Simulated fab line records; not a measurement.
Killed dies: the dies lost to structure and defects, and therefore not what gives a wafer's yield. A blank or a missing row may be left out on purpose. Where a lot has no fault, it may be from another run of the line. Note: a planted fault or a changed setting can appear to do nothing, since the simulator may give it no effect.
fab line records	flow n5Finfet
[record] lots = 4	wafers = 12	lastDay = 16
route steps=1938 shown BEOL_M4@1099 BEOL_M5@1112 BEOL_M12@1639 PASSIVATION@1936
lots that met no fault: from a run of the same line without faults
startH: start of the lot's first displayed wafer, in hours after the record's first day	waitH: hours from the lot's prior step to this one	" as in the row above	L1.1+2: a single row standing in for several wafers	- either no value or no given start	* or withheld: withheld	< > ~ a bound
route shown NAME@n: NAME is a module with steps in the file, n the number in the route of the first one	usual: average and standard deviation across the fault-free wafers	same: alike in all rows	chamber/n: place in a boat	sites: per-site readings	_std_site: standard deviation of those values	_edge_site: mean of outer sites minus mean of inner sites	radiusMm: for every site, how far away it sits from the centre of the wafer	mask NAME#n: copy n	behind: tool/chamber where the wafer was last shaped	hold: why the lot went on hold/how many hours it stayed there/how the hold came to an end	device: transistor that didn't switch, given as n, p or np	end of line: the same wafers' tests at the end of the route	a step without rows: its recipe alone	killed: the dies lost at the first sort to structure and to defects; this is not the yield of the wafer	map: per-die view of a wafer (x killed, . not killed, _ where there is no die)
set.NAME: the setting that was run; set.NAME@STEP: the one run at that earlier step	model.NAME: the simulator's own value behind a step, which no gauge read
lots at selected steps of the route; one table per step, one row per wafer
services: from which hour (startH, from the record's first day; less than 0 if before it) a tool's chamber was out of use, for how many hours, and why
[[steps]]
[step N5_BEOL_M4_ANNEAL_95]
[recipe] tempC = 400	timeS = 240	ambient = vacuum
[step N5_BEOL_M4_SPUTTER_96]
[recipe] material = Cu	targetThkA = 45	tempC = -20	chamberPressurePa = 0.07	powerW = withheld	timeS = 8.29
[step N5_BEOL_M4_ECD_50]
[recipe] material = Cu	targetThkA = 3000
[step N5_BEOL_M4_ANNEAL_51]
[recipe] tempC = 225	timeS = 90	ambient = N2
[step N5_BEOL_M4_CMP_52]
[recipe] stopOn = SiOC	tOverpolishS = 6.8	downForcePsi = 1	platenRpm = 50	clearingPlatenDownForcePsi = 1.5	clearingPlatenRpm = 50	postCmpClean = cuAlkaline	targetThkNm = 40	clearingPlatenPadVelocityMS = 0.99484	padVelocityMS = 0.99484
[step N5_BEOL_M4_PRE_CLEAN_60]
[recipe] gas = NH3/H2	timeS = 15	tempC = *	rfPowerW = 300
[step N5_BEOL_M4_CO_CAP_55]
[recipe] material = Co	targetThkA = 20	tempC = 200	precursor = CCTBA/H2	pressureTorr = 30	timeS = 102.1
[step N5_BEOL_M4_PRE_CLEAN_56]
[recipe] gas = NH3	timeS = 15	tempC = withheld	rfPowerW = 300
[step N5_BEOL_M4_DEP_57]
[recipe] material = SiCN	targetThkA = 80	tempC = withheld	precursor = 3MS/NH3	pressureTorr = 3	rfW = 202	timeS = 14
[step N5_BEOL_M4_RC_MEAS_101]
[usual] DIBL_N = 36.4/1.5	DIBL_P = 35.8/1.7	IOFF_N = 0.154/0.022	IOFF_P = 0.21/0.031	ION_N = 672/8.8	ION_P = 462/7.2	SS_N = 71.5/0.53	SS_P = 73.2/0.62	VT_N = 250.4/2.5	VT_P = -250/3.5
lot.wafer	tool	chamber	startH	waitH	DIBL_N[mV/V]	DIBL_P[mV/V]	IOFF_N[nA/um]	IOFF_P[nA/um]	ION_N[uA/um]	ION_P[uA/um]	SS_N[mV/dec]	SS_P[mV/dec]	VT_N[mV]	VT_P[mV]
L618.2	prober-01	0	177.57	0.2	35.7	36.6	0.155	0.19	683	462	71.1	72.9	251.8	-255
L618.3	"	0	"	"	37.1	37.0	0.166	0.19	663	450	72.5	73.2	249.7	-255
L618.5	"	0	"	"	37.2	38.4	0.181	0.21	686	463	71.9	74.1	247.7	-253
L622.1	prober-01	0	247.20	0.3	35.6	36.0	0.133	0.20	662	460	70.8	72.4	251.3	-251
L622.2	"	0	"	"	37.7	38.7	0.170	0.24	681	467	71.4	73.5	247.1	-245
L622.3	"	0	"	"	36.6	36.6	0.144	0.21	660	456	71.2	72.2	253.3	-249
L629.2	prober-01	0	283.30	0.2	35.5	36.3	0.157	0.21	674	462	71.5	73.7	249.4	-253
L629.3	"	0	"	"	36.6	38.1	0.183	0.24	679	467	72.6	74.7	247.1	-250
L629.5	"	0	"	"	35.9	36.8	0.161	0.21	672	458	72.4	73.6	251.4	-251
L631.4	prober-02	0	285.46	0.5	35.3	34.8	0.137	0.23	672	467	71.5	73.1	252.2	-247
L631.5	"	0	"	"	35.7	35.2	0.143	0.24	667	469	71.1	73.3	249.8	-247
L631.6	"	0	"	"	36.3	35.3	0.155	0.24	672	468	72.1	73.1	250.5	-244
[step N5_BEOL_M5_ILD_DEP_00]
[recipe] material = SiCOH_lowk	targetThkA = 1406.4	tempC = 300	precursor = DEMS/porogen	pressureTorr = 5	rfW = 500	timeS = 25.9
[step N5_BEOL_M5_CURE_79]
[recipe] tempC = 385	timeS = 240	ambient = He/Ar	material = SiCOH_lowk
[step N5_BEOL_M5_PECVD_70]
[recipe] material = SiO2	targetThkA = 160	tempC = 400	precursor = TEOS/O2	pressureTorr = 5.5	rfW = 450	teosFlowSccm = 53.8	gas = O2	flowSccm = 3000	timeS = 18
[step N5_BEOL_M5_HM_DEP_02]
[recipe] material = TiN	targetThkA = 200	tempC = 25	chamberPressurePa = 0.49996
[step N5_BEOL_M5_COAT_59]
[recipe] resist = SOC	tempC = 250	timeS = 60	spinRpm = 1500	resistThkNm = 60
[step N5_BEOL_M5_COAT_60]
[recipe] resist = SiARC	tempC = 220	timeS = 60	spinRpm = 1500	resistThkNm = 12
[step N5_BEOL_M5_COAT_71]
[recipe] resist = underlayer	tempC = 205	timeS = 60	spinRpm = 1500	resistThkNm = 5
[step N5_BEOL_M5_COAT_05]
[recipe] resist = CAR-EUV	spinRpm = 1500	resistThkNm = 30
[step N5_BEOL_M5_EBR_07]
[recipe] solvent = PGMEA	ebrWidthMm = 1.5
[step N5_BEOL_M5_SOFTBAKE_06]
[recipe] tempC = 110	timeS = 60	resist = CAR-EUV
[step N5_BEOL_M5_EXPOSE_08]
[recipe] maskId = M5	na = 0.33	sourceShape = annular	sigmaInner = 0.4	sigmaOuter = 0.8	polarization = unpolarized	targetCdNm = 28	doseMj = 35.75
[step N5_BEOL_M5_PEB_09]
[recipe] pebTempC = 100	pebTimeS = 60	resist = CAR-EUV
[step N5_BEOL_M5_DEVELOP_10]
[recipe] developTimeS = 30	developer = TMAH	resist = CAR-EUV	rinseLiquid = surfactantRinse	dry = airSpin	devTempC = 23
[step N5_BEOL_M5_DESCUM_16]
[recipe] chemistry = O2	timeS = 7	sourcePowerW = 50	biasPowerW = 20	pressureMtorr = 20	rfFrequencyHz = 2.712e+07	tempC = 40	resist = CAR-EUV	o2FlowSccm = 225
[step N5_BEOL_M5_ETCH_72]
[recipe] chemistry = N2/H2	target = underlayer	targetDepthA = 65	maskMaterial = CAR-EUV	timeS = 5.2	ionEnergyEv = 200	pressureMtorr = 30	sourceW = 840	biasW = 150	n2FlowSccm = 200	h2FlowSccm = 200	ends = cleared
[step N5_BEOL_M5_ETCH_61]
[recipe] chemistry = CF4	target = SiARC	targetDepthA = 156	maskMaterial = CAR-EUV	timeS = 26	ionEnergyEv = 80	pressureMtorr = 40	sourceW = 545	biasW = 36	Ar_flow_sccm = 100	cf4FlowSccm = 100	ends = cleared
[step N5_BEOL_M5_ETCH_62]
[recipe] chemistry = N2/H2	target = SOC	targetDepthA = 750	overetchA = 150	maskMaterial = SiARC	tempC = 40	timeS = 112.5	ionEnergyEv = 200	pressureMtorr = 30	sourceW = 840	biasW = 150	n2FlowSccm = 200	h2FlowSccm = 200
[step N5_BEOL_M5_STRIP_63]
[recipe] chemistry = N2/H2	tempC = 40	n2FlowSccm = 200	h2FlowSccm = 200	rfFrequencyHz = 6e+07
[step N5_BEOL_M5_STRIP_73]
[recipe] chemistry = N2/H2	tempC = 40	n2FlowSccm = 200	h2FlowSccm = 200	rfFrequencyHz = 6e+07
[step N5_BEOL_M5_STRIP_64]
[recipe] chemistry = CF4	resist = SiARC	powerW = 300	biasPowerW = 75	pressureMtorr = 50	cf4FlowSccm = 150	rfFrequencyHz = 6e+07
[step N5_BEOL_M5_HM_OPEN_17]
[recipe] chemistry = Cl2/BCl3	targetDepthA = 200	overetchA = 60	target = TiN	maskMaterial = SOC	ionEnergyEv = 150	pressureMtorr = 10	icpW = 1000	biasW = 126	Cl2_flow_sccm = 53.25	bcl3FlowSccm = 21.75	Ar_flow_sccm = 25
[step N5_BEOL_M5_STRIP_19]
[recipe] chemistry = O2	powerW = 400	tempC = 40	pressureMtorr = 30	rfFrequencyHz = 6e+07	biasPowerW = 0	overashFraction = 0.2	o2FlowSccm = 225
[step N5_BEOL_M5_COAT_65]
[recipe] resist = SOC	tempC = 250	timeS = 60	spinRpm = 1500	resistThkNm = 60
[step N5_BEOL_M5_COAT_66]
[recipe] resist = SiARC	tempC = 220	timeS = 60	spinRpm = 1500	resistThkNm = 12
[step N5_BEOL_M12_TRENCH_ETCH_34]
[recipe] chemistry = C4F8/O2/Ar	target = SiOC	targetDepthA = 3189.5	maskMaterial = SOC	pressureMtorr = 30	sourceW = 3000	biasW = 700	Ar_flow_sccm = 400	C4F8_flow_sccm = 15	O2_flow_sccm = 8	heInnerTorr = 15	heOuterTorr = 30	timeS = 125.5	ionEnergyEv = 250
[usual] C4F8_flow_sccm = 15.00/0.049	O2_flow_sccm = 8.000/0.023	drypumpMotorCurrentA = 5.6/0.39	oesProductAu = 0.80/0.09	rfVppV = 666/4	showerheadPlenumPTorr = 3.43/0.14	throttleValvePct = 24.26/0.24
lot.wafer	tool	chamber	startH	waitH	C4F8_flow_sccm	O2_flow_sccm	drypumpMotorCurrentA	oesProductAu	rfHoursCounterH	rfVppV	showerheadPlenumPTorr	throttleValvePct	model.SiARC_of_BEOL_M12_COAT_66.thkNm
L618.2	rieDiel-06	0	249.21	0.0	15.03	8.018	5.6	0.80	96	670	3.59	24.21	0
L618.3	"	1	"	"	15.02	7.952	6.3	0.91	28	670	3.62	24.37	0
L618.5	"	2	"	"	14.97	7.962	5.9	0.67	-	666	3.39	24.46	0
L622.1	rieDiel-02	2	323.91	0.0	14.97	7.969	5.4	0.93	22	663	3.35	24.04	0
L622.2	"	1	"	"	15.03	7.980	5.4	0.76	146	667	3.55	24.54	0
L622.3	"	3	"	"	15.03	7.998	5.7	0.70	245	663	3.36	23.98	0
L629.2	rieDiel-06	1	348.67	0.0	-	-	-	-	-	-	-	-	85.8
L629.3	"	3	"	"	-	-	-	-	-	-	-	-	85.8
L629.5	"	0	"	"	-	-	-	-	-	-	-	-	86
L631.4	rieDiel-06	0	360.56	0.0	-	-	-	-	-	-	-	-	86.2
L631.5	"	0	"	"	-	-	-	-	-	-	-	-	85.8
L631.6	"	3	"	"	-	-	-	-	-	-	-	-	85.8
[step N5_BEOL_M12_OCD_MEAS_35]
[usual] trenchDepthNm = 319/4
lot.wafer	tool	chamber	startH	waitH	trenchDepthNm
L618.2	ocd-02	-	249.36	0.0	319
L618.3	"	-	"	"	321
L618.5	"	-	"	"	315
L622.1	ocd-01	-	324.06	0.0	323
L622.2	"	-	"	"	318
L622.3	"	-	"	"	317
L629.2	ocd-01	-	348.83	0.0	0
L629.3	"	-	"	"	0
L629.5	"	-	"	"	0
L631.4	ocd-01	-	360.72	0.0	0
L631.5	"	-	"	"	0
L631.6	"	-	"	"	0
[step N5_BEOL_M12_CMP_49]
[recipe] stopOn = SiOC	tOverpolishS = 20.6	downForcePsi = 1	platenRpm = 50	clearingPlatenDownForcePsi = 1.5	clearingPlatenRpm = 50	postCmpClean = cuAlkaline	targetThkNm = 320	clearingPlatenPadVelocityMS = 0.99484	padVelocityMS = 0.99484
[usual] barrierFieldEndpointS = 30.6/0.63	motorCurrentA = 6.1/0.45	overpolishRunS = 20.599/0.0091	padLifeWafers = 1375/530
[same] tOverpolishS = 20.6
lot.wafer	tool	chamber	startH	waitH	barrierFieldEndpointS	motorCurrentA	overpolishRunS	padLifeWafers	model.Cu_of_BEOL_M12_ECD_47.thkNm
L618.3	cmp-03	2	250.57	0.2	31.2	5.7	20.585	510	322.4
L618.2	"	3	"	"	30.7	5.4	20.601	511	320.8
L618.5	"	2	"	"	30.5	5.9	20.600	-	315
L622.2	cmp-04	2	327.10	0.2	29.7	7.1	20.592	1728	321.6
L622.3	"	0	"	"	30.2	6.1	20.591	1730	318.8
L622.1	"	1	"	"	29.7	6.6	20.588	1731	323.8
L629.2	cmp-03	0	351.02	0.2	30.0	6.2	20.595	1339	0.4
L629.3	"	1	"	"	31.4	6.8	20.609	1340	0.6
L629.5	"	3	"	"	29.9	5.9	20.591	-	1
L631.4	cmp-03	3	364.90	0.2	30.6	5.5	20.593	1454	0.4
L631.6	"	1	"	"	30.1	6.4	20.619	-	1.4
L631.5	"	2	"	"	29.5	5.9	20.595	-	0
[step N5_PASSIVATION_PROBE_49]
[usual] defectLimitedYield = 91.5/1.4	killed_at_M0_to_M3 = 32/9.8	killed_at_M4_up = 13/5.3	killedAtContacts = 13/6.4	killedAtFrontEnd = 39/10	killedAtOther = 3.1/2.5	killedDies = 100/17	killedOnRim = 13/3.9	killedOpen = 65/13	killedShort = 33/7.7	sort_bin_5_function = 5.0/0.93	sort_bin_6_memory = 3.2/0.69	sortNPass = 1080/17	sortYieldPct = 91.5/1.4
[same] grossDies = 1180	killedAtBackSide = 0	sort_bin_4_leakage[%] = 0	sort_bin_8_speed[%] = 0
lot.wafer	tool	chamber	startH	waitH	defectLimitedYield[%]	killed_at_M0_to_M3	killed_at_M4_up	killedAtContacts	killedAtFrontEnd	killedAtOther	killedDies	killedOnRim	killedOpen	killedShort	sort_bin_5_function[%]	sort_bin_6_memory[%]	sortNPass	sortYieldPct[%]
L618.2	prober-02	-	289.75	0.1	93.6	24	10	13	27	1	75	5	48	25	4.0	2.2	1105	93.6
L618.3	prober-02	-	289.80	0.1	93.7	16	12	9	35	2	74	6	48	26	4.0	2.1	1106	93.7
L618.5	prober-02	-	289.90	0.2	93.0	27	8	7	32	9	83	9	52	31	4.7	2.3	1097	93.0
L622.1	prober-01	-	361.26	0.0	87.6	42	12	28	60	4	146	12	94	51	6.9	5.3	1034	87.6
L622.2	prober-01	-	361.31	0.1	88.1	34	17	28	60	1	140	30	81	54	6.9	4.5	1040	88.1
L622.3	prober-01	-	361.36	0.1	89.9	38	20	17	43	1	119	15	81	34	5.9	3.6	1061	89.9
L629.2	prober-02	-	381.58	0.1	0	21	1067	14	78	0	1180	152	85	35	95.0	4.3	0	0
L629.3	prober-02	-	381.63	0.1	0	36	1076	9	56	3	1180	152	65	42	97.0	2.5	0	0
L629.5	prober-02	-	381.73	0.2	0	18	1090	10	60	2	1180	152	61	38	96.9	2.7	0	0
L631.4	prober-02	-	394.65	0.2	0	30	1087	18	41	4	1180	152	65	34	96.4	3.3	0	0
L631.5	prober-02	-	394.70	0.2	0	46	1081	12	41	0	1180	152	84	33	95.9	3.6	0	0
L631.6	prober-02	-	394.75	0.3	0	49	1086	15	29	1	1180	152	62	39	96.6	3.3	0	0
// killed by level:class
L618.2 MOL_CONTACT_COAG:geometricParticle:open=10 STARTING-WAFER:geometricParticle:open=7 BEOL_M0_SAQP:geometricParticle:short=6 BEOL_M0_SAQP:geometricParticle:open=6 FIN_SAQP:geometricParticle:short=5 STI_FIN_REVEAL:geometricParticle:open=4 BEOL_M3:geometricParticle:open=4 FIN_SAQP:geometricParticle:open=3
L618.3 FIN_SAQP:geometricParticle:short=9 MOL_CONTACT_COAG:geometricParticle:open=8 FIN_SAQP:geometricParticle:open=6 STI_FIN_REVEAL:geometricParticle:open=6 BEOL_M3:geometricParticle:open=4 BEOL_M4:geometricParticle:open=4 BEOL_M1:geometricParticle:open=3 BEOL_M5:geometricParticle:open=3
L618.5 FIN_SAQP:geometricParticle:open=10 BEOL_M0_SAQP:geometricParticle:open=7 FIN_SAQP:geometricParticle:short=6 MOL_CONTACT_COAG:geometricParticle:open=6 BEOL_M1:geometricParticle:short=4 STARTING-WAFER:geometricParticle:open=4 STI_FIN_REVEAL:geometricParticle:open=3 BEOL_M0_SAQP:geometricParticle:short=3
L622.1 MOL_CONTACT_COAG:geometricParticle:open=21 BEOL_M2:geometricParticle:open=20 FIN_SAQP:geometricParticle:open=15 FIN_SAQP:geometricParticle:short=9 GATE_CUT:geometricParticle:short=9 MOL_CONTACT_COAG:geometricParticle:short=7 BEOL_M1:geometricParticle:open=6 GATE_CUT:geometricParticle:open=6
L622.2 FIN_SAQP:geometricParticle:open=16 MOL_CONTACT_COAG:geometricParticle:short=15 MOL_CONTACT_COAG:geometricParticle:open=13 STI_FIN_REVEAL:geometricParticle:open=12 BEOL_M0_SAQP:geometricParticle:short=10 FIN_SAQP:geometricParticle:short=7 BEOL_M2:geometricParticle:open=7 BEOL_M3:geometricParticle:open=5
L622.3 MOL_CONTACT_COAG:geometricParticle:open=14 BEOL_M4:geometricParticle:open=12 BEOL_M0_SAQP:geometricParticle:short=9 STI_FIN_REVEAL:geometricParticle:open=9 BEOL_M0_SAQP:geometricParticle:open=9 FIN_SAQP:geometricParticle:open=8 BEOL_M1:geometricParticle:open=8 BEOL_M2:geometricParticle:open=5
L629.2 BEOL_M12:areaEtch=1059 FIN_SAQP:geometricParticle:open=31 STI_FIN_REVEAL:geometricParticle:open=17 FIN_SAQP:geometricParticle:short=11 MOL_CONTACT_COAG:geometricParticle:open=9 BEOL_M0_SAQP:geometricParticle:open=6 MOL_CONTACT_COAG:geometricParticle:short=5 BEOL_M0_SAQP:geometricParticle:short=4
L629.3 BEOL_M12:areaEtch=1072 BEOL_M0_SAQP:geometricParticle:open=14 BEOL_M0_SAQP:geometricParticle:short=13 STI_FIN_REVEAL:geometricParticle:open=12 FIN_SAQP:geometricParticle:short=11 FIN_SAQP:geometricParticle:open=9 GATE_CUT:geometricParticle:open=6 DUMMY_GATE:geometricParticle:open=5
L629.5 BEOL_M12:areaEtch=1081 FIN_SAQP:geometricParticle:open=21 FIN_SAQP:geometricParticle:short=14 BEOL_M0_SAQP:geometricParticle:short=8 STI_FIN_REVEAL:geometricParticle:open=7 MOL_CONTACT_COAG:geometricParticle:open=7 GATE_CUT:geometricParticle:short=5 BEOL_M0_SAQP:geometricParticle:open=4
L631.4 BEOL_M12:areaEtch=1077 MOL_CONTACT_COAG:geometricParticle:open=15 BEOL_M2:geometricParticle:open=12 FIN_SAQP:geometricParticle:short=10 STI_FIN_REVEAL:geometricParticle:open=7 DUMMY_GATE:geometricParticle:open=6 BEOL_M1:geometricParticle:open=6 BEOL_M0_SAQP:geometricParticle:open=5
L631.5 BEOL_M12:areaEtch=1063 BEOL_M2:geometricParticle:open=13 STI_FIN_REVEAL:geometricParticle:open=11 MOL_CONTACT_COAG:geometricParticle:open=10 BEOL_M0_SAQP:geometricParticle:open=9 BEOL_M0_SAQP:geometricParticle:short=9 BEOL_M4:geometricParticle:open=9 FIN_SAQP:geometricParticle:open=6
L631.6 BEOL_M12:areaEtch=1078 MOL_CONTACT_COAG:geometricParticle:open=13 BEOL_M0_SAQP:geometricParticle:short=13 BEOL_M0_SAQP:geometricParticle:open=10 BEOL_M2:geometricParticle:open=8 BEOL_M3:geometricParticle:open=6 FIN_SAQP:geometricParticle:short=5 STI_FIN_REVEAL:geometricParticle:open=5
// map L629.2 (x killed, . not)
_________________xxxxxxxxxxxx________________
______________xxxxxxxxxxxxxxxxxx_____________
___________xxxxxxxxxxxxxxxxxxxxxxxx__________
__________xxxxxxxxxxxxxxxxxxxxxxxxxx_________
________xxxxxxxxxxxxxxxxxxxxxxxxxxxxxx_______
_______xxxxxxxxxxxxxxxxxxxxxxxxxxxxxxxx______
______xxxxxxxxxxxxxxxxxxxxxxxxxxxxxxxxxx_____
_____xxxxxxxxxxxxxxxxxxxxxxxxxxxxxxxxxxxx____
____xxxxxxxxxxxxxxxxxxxxxxxxxxxxxxxxxxxxxx___
___xxxxxxxxxxxxxxxxxxxxxxxxxxxxxxxxxxxxxxxx__
___xxxxxxxxxxxxxxxxxxxxxxxxxxxxxxxxxxxxxxxx__
__xxxxxxxxxxxxxxxxxxxxxxxxxxxxxxxxxxxxxxxxxx_
__xxxxxxxxxxxxxxxxxxxxxxxxxxxxxxxxxxxxxxxxxx_
_xxxxxxxxxxxxxxxxxxxxxxxxxxxxxxxxxxxxxxxxxxxx
_xxxxxxxxxxxxxxxxxxxxxxxxxxxxxxxxxxxxxxxxxxxx
_xxxxxxxxxxxxxxxxxxxxxxxxxxxxxxxxxxxxxxxxxxxx
_xxxxxxxxxxxxxxxxxxxxxxxxxxxxxxxxxxxxxxxxxxxx
_xxxxxxxxxxxxxxxxxxxxxxxxxxxxxxxxxxxxxxxxxxxx
_xxxxxxxxxxxxxxxxxxxxxxxxxxxxxxxxxxxxxxxxxxxx
_xxxxxxxxxxxxxxxxxxxxxxxxxxxxxxxxxxxxxxxxxxxx
_xxxxxxxxxxxxxxxxxxxxxxxxxxxxxxxxxxxxxxxxxxxx
__xxxxxxxxxxxxxxxxxxxxxxxxxxxxxxxxxxxxxxxxxx_
__xxxxxxxxxxxxxxxxxxxxxxxxxxxxxxxxxxxxxxxxxx_
___xxxxxxxxxxxxxxxxxxxxxxxxxxxxxxxxxxxxxxxx__
___xxxxxxxxxxxxxxxxxxxxxxxxxxxxxxxxxxxxxxxx__
____xxxxxxxxxxxxxxxxxxxxxxxxxxxxxxxxxxxxxx___
_____xxxxxxxxxxxxxxxxxxxxxxxxxxxxxxxxxxxx____
______xxxxxxxxxxxxxxxxxxxxxxxxxxxxxxxxxx_____
_______xxxxxxxxxxxxxxxxxxxxxxxxxxxxxxxx______
________xxxxxxxxxxxxxxxxxxxxxxxxxxxxxx_______
__________xxxxxxxxxxxxxxxxxxxxxxxxxx_________
___________xxxxxxxxxxxxxxxxxxxxxxxx__________
______________xxxxxxxxxxxxxxxxxx_____________
_________________xxxxxxxxxxxx________________
// map L631.4 (x killed, . not)
_________________xxxxxxxxxxxx________________
______________xxxxxxxxxxxxxxxxxx_____________
___________xxxxxxxxxxxxxxxxxxxxxxxx__________
__________xxxxxxxxxxxxxxxxxxxxxxxxxx_________
________xxxxxxxxxxxxxxxxxxxxxxxxxxxxxx_______
_______xxxxxxxxxxxxxxxxxxxxxxxxxxxxxxxx______
______xxxxxxxxxxxxxxxxxxxxxxxxxxxxxxxxxx_____
_____xxxxxxxxxxxxxxxxxxxxxxxxxxxxxxxxxxxx____
____xxxxxxxxxxxxxxxxxxxxxxxxxxxxxxxxxxxxxx___
___xxxxxxxxxxxxxxxxxxxxxxxxxxxxxxxxxxxxxxxx__
___xxxxxxxxxxxxxxxxxxxxxxxxxxxxxxxxxxxxxxxx__
__xxxxxxxxxxxxxxxxxxxxxxxxxxxxxxxxxxxxxxxxxx_
__xxxxxxxxxxxxxxxxxxxxxxxxxxxxxxxxxxxxxxxxxx_
_xxxxxxxxxxxxxxxxxxxxxxxxxxxxxxxxxxxxxxxxxxxx
_xxxxxxxxxxxxxxxxxxxxxxxxxxxxxxxxxxxxxxxxxxxx
_xxxxxxxxxxxxxxxxxxxxxxxxxxxxxxxxxxxxxxxxxxxx
_xxxxxxxxxxxxxxxxxxxxxxxxxxxxxxxxxxxxxxxxxxxx
_xxxxxxxxxxxxxxxxxxxxxxxxxxxxxxxxxxxxxxxxxxxx
_xxxxxxxxxxxxxxxxxxxxxxxxxxxxxxxxxxxxxxxxxxxx
_xxxxxxxxxxxxxxxxxxxxxxxxxxxxxxxxxxxxxxxxxxxx
_xxxxxxxxxxxxxxxxxxxxxxxxxxxxxxxxxxxxxxxxxxxx
__xxxxxxxxxxxxxxxxxxxxxxxxxxxxxxxxxxxxxxxxxx_
__xxxxxxxxxxxxxxxxxxxxxxxxxxxxxxxxxxxxxxxxxx_
___xxxxxxxxxxxxxxxxxxxxxxxxxxxxxxxxxxxxxxxx__
___xxxxxxxxxxxxxxxxxxxxxxxxxxxxxxxxxxxxxxxx__
____xxxxxxxxxxxxxxxxxxxxxxxxxxxxxxxxxxxxxx___
_____xxxxxxxxxxxxxxxxxxxxxxxxxxxxxxxxxxxx____
______xxxxxxxxxxxxxxxxxxxxxxxxxxxxxxxxxx_____
_______xxxxxxxxxxxxxxxxxxxxxxxxxxxxxxxx______
________xxxxxxxxxxxxxxxxxxxxxxxxxxxxxx_______
__________xxxxxxxxxxxxxxxxxxxxxxxxxx_________
___________xxxxxxxxxxxxxxxxxxxxxxxx__________
______________xxxxxxxxxxxxxxxxxx_____________
_________________xxxxxxxxxxxx________________
[[services]]
tool	chamber	startH	hours	kind
cmp-04	-	229.81	3.3	repair
rieDiel-02	2	237.85	-	clean
rieDiel-02	2	237.85	-	consumableReplace:focusRing
rieDiel-02	2	237.85	13.9	scheduledDown
rieDiel-02	2	237.85	13.9	ventCycle
rieDiel-06	0	243.05	2.5	repair
rieDiel-02	0	263.26	1.9	repair
rieDiel-06	1	298.54	10.2	repair
rieDiel-06	2	308.72	-	clean
rieDiel-06	2	308.72	-	consumableReplace:focusRing
rieDiel-06	2	308.72	27.9	scheduledDown
rieDiel-06	2	308.72	27.9	ventCycle
cmp-04	-	316.18	0.8	repair
rieDiel-06	0	323.67	8.7	repair
rieDiel-02	3	339.30	-	clean
rieDiel-02	3	339.30	-	consumableReplace:focusRing
rieDiel-02	3	339.30	19.9	scheduledDown
rieDiel-02	3	339.30	19.9	ventCycle
rieDiel-06	-	346.62	0.7	repair
[[key]]
[firstSign] step = N5_BEOL_M12_TRENCH_ETCH_34	reading = toolRecord	direction = missing
[effect] step = N5_BEOL_M12_OCD_MEAS_35	reading = trenchDepthNm	direction = down	sigmas = 80	usual = 319	struck = 0
[effect] step = N5_PASSIVATION_PROBE_49	reading = killed_at_M4_up	direction = up	sigmas = 99+	usual = 13	struck = 1081
[modelEffect] step = N5_BEOL_M12_TRENCH_ETCH_34	value = SiARC_of_BEOL_M12_COAT_66.thkNm	without = 0	struck = 85.9
[modelEffect] step = N5_BEOL_M12_CMP_49	value = Cu_of_BEOL_M12_ECD_47.thkNm	without = 321.2	struck = 0.6333
[moreKillsBornAt] N5_BEOL_M12_TRENCH_ETCH_34@rieDiel-06 = 6430
metAt N5_BEOL_M12_TRENCH_ETCH_34
struckWafers L629.2,L629.3,L629.5,L631.4,L631.5,L631.6
laterRowsLeftOut L629.2,L629.3,L629.5,L631.4,L631.5,L631.6
onsetBetween 249.21 348.67
[fault] kind = skippedStepWhole	tool = rieDiel-06	chamber = -	onsetH = 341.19	steps = N5_BEOL_M12_TRENCH_ETCH_34	scope = struckLotsOnly
// laterRowsLeftOut: the simulator's readings of these wafers behind a module that went badly wrong aren't trusted and aren't shown, but for the sort
